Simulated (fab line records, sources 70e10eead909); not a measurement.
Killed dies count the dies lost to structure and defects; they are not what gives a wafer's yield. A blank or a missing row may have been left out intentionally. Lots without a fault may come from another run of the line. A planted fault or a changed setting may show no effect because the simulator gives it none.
The tool behind it: which one?    flow nandHarc    36 wafers from 12 lots sampled at 6 of the route's 1302 steps

== WHAT EACH GAUGE READ, for each wafer ==
NHARC_P_CONTACT_CD_MEAS_12: target cd 90 nm. Usual: cdNm at 90.0 nm, with a standard deviation of 0.71.
lot   measured      on        cdNm (nm)       flag
L347  day 6 04:47   cdSem-02  89.1 89.4 89.8  
L348  day 6 21:10   cdSem-03  90.3 90.1 89.7  
L349  day 7 01:41   cdSem-01  89.8 90.2 89.8  
L354  day 9 05:33   cdSem-02  97.9 98.1 98.1  OFF
L355  day 9 19:31   cdSem-02  97.5 96.9 97.7  OFF
L358  day 10 18:51  cdSem-02  91.3 91.0 89.8  
L361  day 12 04:00  cdSem-03  90.3 90.0 90.0  
L365  day 14 00:36  cdSem-01  90.9 90.5 89.4  
L366  day 14 05:28  cdSem-01  91.1 91.8 91.3  
L367  day 14 19:16  cdSem-01  89.3 88.7 89.0  
L368  day 15 03:53  cdSem-03  89.9 90.2 90.4  
L369  day 15 07:23  cdSem-03  89.0 89.3 88.8  

NHARC_P_CONTACT_INSPECT_27. Usual: rawDefectCount at 284, with a standard deviation of 120.
lot   measured      on                rawDefectCount  flag
L347  day 6 08:02   defectInspect-01  119 340 148     
L348  day 7 00:31   defectInspect-01  200 267 345     
L349  day 7 05:01   defectInspect-02  331 218 252     
L354  day 9 09:20   defectInspect-01  251 338 189     
L355  day 9 22:58   defectInspect-02  188 251 292     
L358  day 10 22:07  defectInspect-02  294 253 390     
L361  day 12 07:48  defectInspect-01  298 241 207     
L365  day 14 03:53  defectInspect-02  156 185 232     
L366  day 14 08:43  defectInspect-01  220 349 174     
L367  day 14 22:33  defectInspect-01  132 176 132     
L368  day 15 07:08  defectInspect-02  193 236 155     
L369  day 15 10:43  defectInspect-01  263 226 230     

NHARC_END_SORT_01. Usual: killedAtArray 54, standard deviation 21; killedAtOther 1.0, standard deviation 1.2; killedAtPeriphery 3.6, standard deviation 2.6; killedDies 58, standard deviation 20; killedOpen 3.3, standard deviation 1.9; killedShort 2.6, standard deviation 1.5.
lot   measured      on         killedAtArray  killedAtOther  killedAtPeriphery  killedDies  killedOpen  killedShort  flag
L354  day 27 12:19  prober-02  35 51 49       0 0 0          10 6 6             45 57 55    5 3 2       2 2 5        
L355  day 29 05:36  prober-01  81 81 64       2 1 1          8 4 13             91 86 78    3 6 5       2 1 2        

== TOOL THAT RAN EACH LOT (tool first, then ch and the chambers of the sampled wafers, then the start) ==
lot   NHARC_P_GATE_DEGAS_109       NHARC_P_CONTACT_DEP_00                      NHARC_P_CONTACT_PEB_10
L347  pvdSputter-01, day 6 02:13   pecvd-03 ch 1,2, day 6 04:41 or earlier     lithoTrack-06 ch 0, day 6 04:41
L348  pvdSputter-01, day 6 18:44   pecvd-04 ch 0,1, day 6 21:05 or earlier     lithoTrack-01 ch 0, day 6 21:05
L349  pvdSputter-02, day 6 23:08   pecvd-01 ch 0,1, day 7 01:37 or earlier     lithoTrack-04 ch 0, day 7 01:37
L354  pvdSputter-03, day 9 02:46   pecvd-01 ch 0,1, day 9 04:22                lithoTrack-06 ch 0, day 9 05:28
L355  pvdSputter-01, day 9 16:58   pecvd-04 ch 0,1, day 9 19:26 or earlier     lithoTrack-06 ch 0, day 9 19:26
L358  pvdSputter-02, day 10 16:17  pecvd-04 ch 0,2, day 10 18:46 or earlier    lithoTrack-04 ch 0, day 10 18:46
L361  pvdSputter-03, day 12 01:34  pecvd-01 ch 0,1,2, day 12 03:55 or earlier  lithoTrack-01 ch 0, day 12 03:55
L365  pvdSputter-03, day 13 22:10  pecvd-03 ch 0,1,2, day 14 00:31 or earlier  lithoTrack-04 ch 0, day 14 00:31
L366  pvdSputter-03, day 14 02:46  pecvd-03 ch 0,1,2, day 14 05:23 or earlier  lithoTrack-04 ch 0, day 14 05:23
L367  pvdSputter-01, day 14 16:41  pecvd-03 ch 0,1, day 14 19:11 or earlier    lithoTrack-06 ch 0, day 14 19:11
L368  pvdSputter-02, day 15 01:08  pecvd-04 ch 1,2, day 15 03:48 or earlier    lithoTrack-06 ch 0, day 15 03:48
L369  pvdSputter-01, day 15 04:50  pecvd-04 ch 1,2, day 15 07:19 or earlier    lithoTrack-01 ch 0, day 15 07:19
- NHARC_P_GATE_DEGAS_109: time 60 s.
- NHARC_P_CONTACT_DEP_00: deposits SiO2, target thk 500 nm.
- NHARC_P_CONTACT_PEB_10: peb time 65 s.

== AS READ BY THE TOOLS THEMSELVES (means over the sampled wafers that have a number; for cases with no such wafer, the mark the record gives instead) ==
NHARC_P_GATE_DEGAS_109. Usual: heaterPowerW 451 W, standard deviation 58; susceptorTempC 299.99 C, standard deviation 0.19.
lot   tool           heaterPowerW (W)  susceptorTempC (C)  flag
L347  pvdSputter-01  401               299.83              
L348  pvdSputter-01  402               300.16              
L349  pvdSputter-02  473               300.11              
L354  pvdSputter-03  455               300.11              
L355  pvdSputter-01  434               299.81              
L358  pvdSputter-02  493               299.90              
L361  pvdSputter-03  492               -                   OFF
L365  pvdSputter-03  436               300.08              
L366  pvdSputter-03  467               300.02              
L367  pvdSputter-01  498               299.91              
L368  pvdSputter-02  514               299.97              
L369  pvdSputter-01  397               300.00              

NHARC_P_CONTACT_DEP_00. Usual: chamberPressureTorr 6.500 Torr, standard deviation 0.016; heaterPowerW 548 W, standard deviation 80; susceptorTempC 399.98 C, standard deviation 0.24; throttleValvePct 16.0 %, standard deviation 0.59.
lot   tool      chamberPressureTorr (Torr)  heaterPowerW (W)  susceptorTempC (C)  throttleValvePct (%)  flag
L347  pecvd-03  6.496                       618               399.98              16.1                  
L348  pecvd-04  6.512                       520               400.08              15.3                  
L349  pecvd-01  6.503                       531               399.81              15.8                  
L354  pecvd-01  6.513                       543               399.97              15.7                  
L355  pecvd-04  6.512                       552               400.19              15.4                  
L358  pecvd-04  6.489                       530               400.15              15.5                  
L361  pecvd-01  6.499                       508               399.76              16.4                  
L365  pecvd-03  6.495                       568               400.07              16.1                  
L366  pecvd-03  6.499                       560               399.89              16.3                  
L367  pecvd-03  6.498                       438               399.98              16.0                  
L368  pecvd-04  6.486                       596               400.48              15.8                  
L369  pecvd-04  6.491                       578               399.83              15.7                  

NHARC_P_CONTACT_PEB_10. Usual: resistLineTempC at 22.99 C, with a standard deviation of 0.12.
lot   tool           resistLineTempC (C)  flag
L347  lithoTrack-06  23.10                
L348  lithoTrack-01  23.10                
L349  lithoTrack-04  22.83                
L354  lithoTrack-06  22.97                
L355  lithoTrack-06  23.00                
L358  lithoTrack-04  23.05                
L361  lithoTrack-01  23.07                
L365  lithoTrack-04  22.97                
L366  lithoTrack-04  22.92                
L367  lithoTrack-06  22.87                
L368  lithoTrack-06  23.04                
L369  lithoTrack-01  22.97                

== THE ANSWER, worked out from the rows above alone ==
Rule: a lot counts as off when the mean over its wafers that have a number is more than 3 standard deviations away from the usual mean. Also off: a lot with no number at a reading for which 4 or more lots have one. All remaining lots with rows at the step are treated as sound. First the gauges in route order, then the tools' own readings, where a lot's mean is used as printed above. The first step at which some lot is off is used, and at that step the reading that is off furthest; a lot without a number counts as furthest.
Off, at NHARC_P_CONTACT_CD_MEAS_12 on cdNm: L354, L355.
A tool fits if, at a process step before that reading, it ran every lot that is off, and no sound lot after the first of them. Gauges at NHARC_P_CONTACT_CD_MEAS_12: tried the same way as those tools. NHARC_P_CONTACT_DEP_00: start missing for some lots; hours and lot order therefore follow NHARC_P_CONTACT_PEB_10. Not one of the candidates tried fits.

== WHAT THE SIMULATOR PUT IN ==
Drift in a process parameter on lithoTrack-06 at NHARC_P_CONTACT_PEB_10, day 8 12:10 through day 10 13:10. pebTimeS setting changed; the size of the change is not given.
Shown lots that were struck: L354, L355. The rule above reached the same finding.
